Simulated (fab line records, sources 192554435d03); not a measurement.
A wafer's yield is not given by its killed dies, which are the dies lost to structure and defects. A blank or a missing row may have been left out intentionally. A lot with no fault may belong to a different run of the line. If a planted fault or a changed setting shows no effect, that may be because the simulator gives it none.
Struck lot and sound lot, side by side | flow n5 finfet | 37 out of 1938 route steps
Sound: wafers L575.1, L575.2, L575.6. Struck: wafers L560.2, L560.4, L560.5. The cause comes at the end.
Per side, at each step with rows, come the tool, then ch with its chambers, and then its first start. Under that, the readings that differ: sound wafers | struck wafers | difference of the means | sigmas: that difference in standard deviations of wafers without a fault.
alike: readings with means less than 2 such deviations apart, plus words and numbers identical on both sides. not compared: withheld readings, readings lacking a value on some wafer, bounds such as >300 that could conceal the same value, and numbers that have no deviation in the record and whose values overlap.
Wherever a step has rows on one side only, a row that says differs or no value, or a row with sigmas, the two part there. Non-overlapping numbers with no deviation appear without sigmas and do not part them. Lack of a reading on every wafer of one side parts them only where that side has two or more wafers.

first, 9 steps without rows for these wafers: N5_BEOL_M4_ANNEAL_95 (time 240 s); N5_BEOL_M4_SPUTTER_96 (material Cu, target thk 4.5 nm, time 8.29 s); N5_BEOL_M4_ECD_50 (material Cu, target thk 300 nm); N5_BEOL_M4_ANNEAL_51 (time 90 s); N5_BEOL_M4_CMP_52 (polishes, stops on SiOC, t overpolish 6.8 s, target thk 40 nm); N5_BEOL_M4_PRE_CLEAN_60 (time 15 s); N5_BEOL_M4_CO_CAP_55 (material Co, precursor CCTBA/H2, target thk 2 nm, time 102.1 s); N5_BEOL_M4_PRE_CLEAN_56 (time 15 s); N5_BEOL_M4_DEP_57 (deposits SiCN from 3MS/NH3, target thk 8 nm, time 14 s).
N5_BEOL_M4_RC_MEAS_101:
  sound on prober-02 ch 0, day 16 04:23; struck on prober-02 ch 0, day 17 15:47
  reading       | sound          | struck         | difference | sigmas
  SS_N (mV/dec) | 72.1 72.3 72.4 | 71.3 70.4 70.4 | -1.6       | -3
  alike: DIBL_N, DIBL_P, IOFF_N, IOFF_P, ION_N, ION_P, SS_P, VT_N, VT_P
then, 24 steps without rows for these wafers: N5_BEOL_M5_ILD_DEP_00 (deposits SiCOH lowk from DEMS/porogen, target thk 140.64 nm, time 25.9 s); N5_BEOL_M5_CURE_79 (cures SiCOH lowk, time 240 s); N5_BEOL_M5_PECVD_70 (deposits SiO2 from TEOS/O2, target thk 16 nm, time 18 s); N5_BEOL_M5_HM_DEP_02 (deposits TiN, target thk 20 nm); N5_BEOL_M5_COAT_59 (time 60 s, resist thk 60 nm); N5_BEOL_M5_COAT_60 (time 60 s, resist thk 12 nm); N5_BEOL_M5_COAT_71 (time 60 s, resist thk 5 nm); N5_BEOL_M5_COAT_05 (resist thk 30 nm); N5_BEOL_M5_EBR_07; N5_BEOL_M5_SOFTBAKE_06 (time 60 s); N5_BEOL_M5_EXPOSE_08 (exposes mask M5, target cd 28 nm); N5_BEOL_M5_PEB_09 (peb time 60 s); N5_BEOL_M5_DEVELOP_10 (develop time 30 s); N5_BEOL_M5_DESCUM_16 (chemistry O2, time 7 s); N5_BEOL_M5_ETCH_72 (etches underlayer in N2/H2, target depth 6.5 nm, time 5.2 s); N5_BEOL_M5_ETCH_61 (etches SiARC in CF4, target depth 15.6 nm, time 26 s); N5_BEOL_M5_ETCH_62 (etches SOC in N2/H2, target depth 75 nm, overetch 15 nm, time 112.5 s); N5_BEOL_M5_STRIP_63 (strips in N2/H2); N5_BEOL_M5_STRIP_73 (strips in N2/H2); N5_BEOL_M5_STRIP_64 (strips in CF4); N5_BEOL_M5_HM_OPEN_17 (chemistry Cl2/BCl3, target TiN, target depth 20 nm, overetch 6 nm); N5_BEOL_M5_STRIP_19 (strips in O2); N5_BEOL_M5_COAT_65 (time 60 s, resist thk 60 nm); N5_BEOL_M5_COAT_66 (time 60 s, resist thk 12 nm).
-- the record jumps here: 3 days lie between the struck wafers' starts before and after (it left off in module BEOL_M5 and takes up again in module BEOL_M10, whose first step shown is number 1524 of the route) --
N5_BEOL_M10_ALD_74: deposits TaN, target thk 2 nm, pulse time 2 s, purge time 3 s.
  sound on ald metal-04 ch 0,1,3, day 18 21:30; struck on ald metal-01 ch 0,1,2, day 20 06:55
  no value came back on the struck wafers for ald cycles, chamber pressure Torr (Torr), heater power w (W), pulse time s (s); on the sound wafers ald cycles reads 40 40 40
N5_BEOL_M10_CMP_52: polishes, stops on SiCOH lowk, t overpolish 7 s, target thk 140 nm.
  sound on cmp-03 ch 0,2, day 19 00:25; struck on cmp-03 ch 0,1,3, day 20 08:20
  reading                      | sound          | struck         | difference | sigmas
  barrier field endpoint s (s) | 29.0 29.2 29.4 | 25.4 27.3 26.9 | -2.7       | -4
  alike: motor current A
  not compared: pad life wafers
-- a jump in the record: the struck wafers' starts before and after are 2 days apart (it breaks off in module BEOL_M10 and resumes in module PASSIVATION, where the first step shown is number 1936 of the route) --
N5_PASSIVATION_PROBE_49:
  struck on prober-01, day 22 13:09; sound on prober-02, day 21 04:08
  reading                  | sound          | struck            | difference | sigmas
  defect limited yield (%) | 90.2 91.4 91.5 | 0 0 0             | -91        | -76
  killed_at_M4_up          | 14 15 11       | 1090 1096 1097    | +1081      | +99 or more
  killed dies              | 116 102 100    | 1180 1180 1180    | +1074      | +72
  killed on rim            | 13 5 18        | 152 152 152       | +140       | +39
  sort_bin_4_leakage (%)   | 0 0 0          | 90.34 91.69 91.78 | +91.27     |
  sort n pass              | 1064 1078 1080 | 0 0 0             | -1074      | -72
  sort yield pct (%)       | 90.2 91.4 91.5 | 0 0 0             | -91        | -76
  alike: killed_at_M0_to_M3, killed at contacts, killed at front end, killed at other, killed open, killed short, sort_bin_5_function, sort_bin_6_memory, sort_bin_8_speed

== WHERE THEY PART ==
Earliest at N5_BEOL_M4_RC_MEAS_101; latest, in this record, at N5_PASSIVATION_PROBE_49.

WHY: whatever the simulator had introduced
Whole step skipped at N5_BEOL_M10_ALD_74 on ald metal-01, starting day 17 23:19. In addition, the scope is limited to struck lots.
